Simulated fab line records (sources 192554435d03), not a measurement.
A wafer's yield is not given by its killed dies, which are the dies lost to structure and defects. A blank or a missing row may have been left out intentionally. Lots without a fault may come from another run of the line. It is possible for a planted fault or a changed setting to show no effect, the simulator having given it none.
Matching of chambers    flow n5_finfet    N5_BEOL_M11_DESCUM_33 on rie_diel-05 has 4 sister chambers
The step chemistry O2, time 7.9 s. 8 wafers are shown with their chamber, then 7 later ones without.

## WAFERS, EACH WITH ITS CHAMBER
wafer   chamber  drypump_motor_current_A (A)  showerhead_plenum_p_Torr (Torr)
L076.4  0        5.8                          2.04
L076.5  2        6.0                          2.16
L075.6  0        5.8                          2.04
L090.4  2        6.0                          2.15
L092.2  1        5.6                          2.13
L092.6  3        5.1                          2.07
L091.1  1        5.6                          2.13
L091.2  3        5.2                          2.07

## WAFERS MISSING THEIR CHAMBER
wafer   drypump_motor_current_A (A)  showerhead_plenum_p_Torr (Torr)
L091.6  5.2                          2.07
L093.1  5.8                          2.03
L093.4  6.0                          2.15
L093.6  5.8                          2.03
L094.1  5.1                          2.06
L094.2  6.0                          2.15
L094.5  5.6                          2.13

## WHICH CHAMBER EACH ONE RAN IN
wafer   from the rows above  in truth
L091.6  3                    3
L093.1  0                    0
L093.4  2                    2
L093.6  0                    0
L094.1  3                    3
L094.2  2                    2
L094.5  1                    1
Correct placement for 7 of the 7. From these rows, 0 cannot be placed. Number placed wrongly: 0.
How it was worked out, from the rows above alone: a wafer's distance from a chamber is the root of the sum, over the readings, of the square of ((its reading less the chamber's mean) divided by the reading's scatter). If the next closest chamber is less than 2 further off than the closest, the wafer can't be placed; otherwise it belongs to the closest. For every chamber, the mean is computed from those of its wafers that are shown. The scatter is the square root of a quotient: the sum, over the shown wafers, of each reading's squared deviation from its chamber's mean, divided by wafers minus chambers.
